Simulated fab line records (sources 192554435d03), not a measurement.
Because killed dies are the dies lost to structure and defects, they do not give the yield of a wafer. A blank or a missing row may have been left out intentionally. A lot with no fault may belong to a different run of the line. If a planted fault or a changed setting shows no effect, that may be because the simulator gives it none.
A struck lot beside a sound one	flow n5Finfet	42 out of 1938 route steps
Sound: wafers L304.1, L304.5, L304.6. Struck: wafer L309.2. (L309.1, L309.4 of the same lot were not struck and are left out.) The cause comes at the end.
Per side, at each step with rows, come the tool, then ch with its chambers, and then its first start. Under that, the readings that differ: sound wafers	struck wafers	difference of the means	sigmas: that difference in standard deviations of wafers without a fault.
alike: words and numbers the same on both sides, and readings whose means are apart by under 2 such deviations; not compared: readings that were withheld, readings missing a value for some wafer, numbers with overlapping values and no deviation given by the record, and bounds like >300 which may hide the same value.
The two part at a step that has a row with sigmas, a row that says differs or no value, or rows on one side only. When numbers do not overlap yet have no deviation, they are printed without sigmas and do not part them. A reading missing from all wafers of one side parts the sides only when that side holds two or more wafers.

first, 9 steps without rows for these wafers: N5_DUMMY_GATE_EXPOSE_12 (exposes mask GATE, target cd 25 nm); N5_DUMMY_GATE_PEB_13 (peb time 60 s); N5_DUMMY_GATE_DEVELOP_14 (develop time 30 s); N5_DUMMY_GATE_DESCUM_20 (chemistry O2, time 6.2 s); N5_DUMMY_GATE_ETCH_29 (etches underlayer in N2/H2, target depth 13 nm); N5_DUMMY_GATE_ETCH_36 (etches SiARC in CF4, target depth 13 nm); N5_DUMMY_GATE_ETCH_37 (etches SOC in N2/H2, target depth 60 nm, overetch 30 nm); N5_DUMMY_GATE_STRIP_38 (strips in N2/H2); N5_DUMMY_GATE_STRIP_39 (strips in N2/H2).
N5_DUMMY_GATE_TRIM_49: chemistry O2, time 29 s, target cd 14 nm.
  sound on rieSi-04 ch 0,1, day 5 05:52; struck on rieSi-04 ch 0, day 6 14:22
  alike: drypumpMotorCurrentA, heBacksideLeakSccm, oesProductAu, throttleValvePct
  not compared: rfHoursCounterH
then, 14 steps without rows for these wafers: N5_DUMMY_GATE_STRIP_40 (strips in CF4); N5_DUMMY_GATE_ETCH_31 (etches SiO2 in C4F6/O2, target depth 82.5 nm, time 27.5 s); N5_DUMMY_GATE_STRIP_41 (strips in O2); N5_DUMMY_GATE_HM_OPEN_21 (chemistry CH3F/O2, target SiNx, target depth 120 nm, time 171.4 s); N5_DUMMY_GATE_ETCH_32 (etches SiO2 in CF4, target depth 3.5 nm, time 3.9 s); N5_DUMMY_GATE_ETCH_23 (etches poly-Si in HBr/Cl2/O2, target depth 41 nm, time 22.3 s); N5_DUMMY_GATE_ETCH_44 (etches poly-Si in HBr/O2, stops on SiO2, target depth 127.5 nm); N5_DUMMY_GATE_ETCH_42 (etches SiO2 in CHF3/O2, target depth 3.5 nm, time 31 s); N5_DUMMY_GATE_STRIP_48 (strips in N2/H2, time 20 s); N5_DUMMY_GATE_PRECLEAN_33 (cleans in dHF, time 10 s); N5_DUMMY_GATE_PRECLEAN_25 (cleans in O3/DIW, time 45 s); N5_DUMMY_GATE_PRECLEAN_51 (cleans in SC2, time 45 s); N5_DUMMY_GATE_SRD_26 (time 30 s); N5_DUMMY_GATE_UV_OZONE_45 (time 120 s).
N5_DUMMY_GATE_INSPECT_27: inspects for defects (brightfield).
  sound on defectInspect-02 at day 5 06:47; struck on defectInspect-02 at day 6 15:22
reading	sound	struck	difference	sigmas
rawDefectCount	330 408 345	837	+476	+6
then, 3 steps without rows for these wafers: N5_SPACER0_ALD_07 (deposits SiNx, target thk 2 nm); N5_SPACER0_ALD_00 (deposits SiOCN, target thk 3.5 nm, pulse time 3 s, purge time 2 s); N5_SPACER0_ALD_08 (deposits SiNx, target thk 2 nm).
N5_SPACER0_INSPECT_04: inspects for defects (darkfield).
  sound on defectInspect-01 at day 5 07:23; struck on defectInspect-02 at day 6 15:59
reading	sound	struck	difference	sigmas
rawDefectCount	147 193 161	581	+414	+13
then, 8 steps without rows for these wafers: N5_SD_EPI_N_COAT_32 (time 60 s, resist thk 350 nm); N5_SD_EPI_N_COAT_33 (time 60 s, resist thk 35 nm); N5_SD_EPI_N_COAT_03 (resist thk 150 nm); N5_SD_EPI_N_EBR_05; N5_SD_EPI_N_SOFTBAKE_04 (time 60 s); N5_SD_EPI_N_EXPOSE_06 (exposes mask SD N BLK, target cd 120 nm); N5_SD_EPI_N_PEB_07 (peb time 60 s); N5_SD_EPI_N_DEVELOP_08 (develop time 30 s).
N5_SD_EPI_N_INSPECT_11: inspects for defects (macro).
  sound on defectInspect-01 at day 5 07:43; struck on defectInspect-02 at day 6 16:26
reading	sound	struck	difference	sigmas
rawDefectCount	0 1 1	>300	differs	
N5_SD_EPI_N_INSPECT_26: inspects for defects (darkfield).
  sound on defectInspect-02 at day 5 11:42; struck on defectInspect-01 at day 6 20:43
reading	sound	struck	difference	sigmas
rawDefectCount	216 266 290	605	+348	+8
N5_SD_ACTIVATION_INSPECT_02: inspects for defects (darkfield).
  sound on defectInspect-01 at day 5 16:56; struck on defectInspect-02 at day 7 01:34
reading	sound	struck	difference	sigmas
rawDefectCount	164 200 214	626	+433	+11
-- here the record skips 5 days between the struck wafers' starts before and after, leaving off in module SD_ACTIVATION and picking up in module BEOL_M4 (first step shown: number 1111 of the route) --
N5_BEOL_M4_RC_MEAS_101:
  sound on prober-01 ch 0, day 11 03:31; struck on prober-01 ch 0, day 11 14:16
  alike: DIBL_N, DIBL_P, IOFF_N, IOFF_P, ION_N, ION_P, SS_N, SS_P, VT_N, VT_P
-- record jumps: 5 days separate the struck wafers' starts on either side; left off in module BEOL_M4, taken up again in module PASSIVATION, whose first shown step is the route's number 1936 --
N5_PASSIVATION_PROBE_49:
  rows exist in the record for the struck wafers here (prober-01, day 16 16:41), but not for the sound ones

WHERE THEY PART
Earliest at N5_DUMMY_GATE_INSPECT_27; latest, in this record, at N5_PASSIVATION_PROBE_49.

WHY: the cause the simulator had injected
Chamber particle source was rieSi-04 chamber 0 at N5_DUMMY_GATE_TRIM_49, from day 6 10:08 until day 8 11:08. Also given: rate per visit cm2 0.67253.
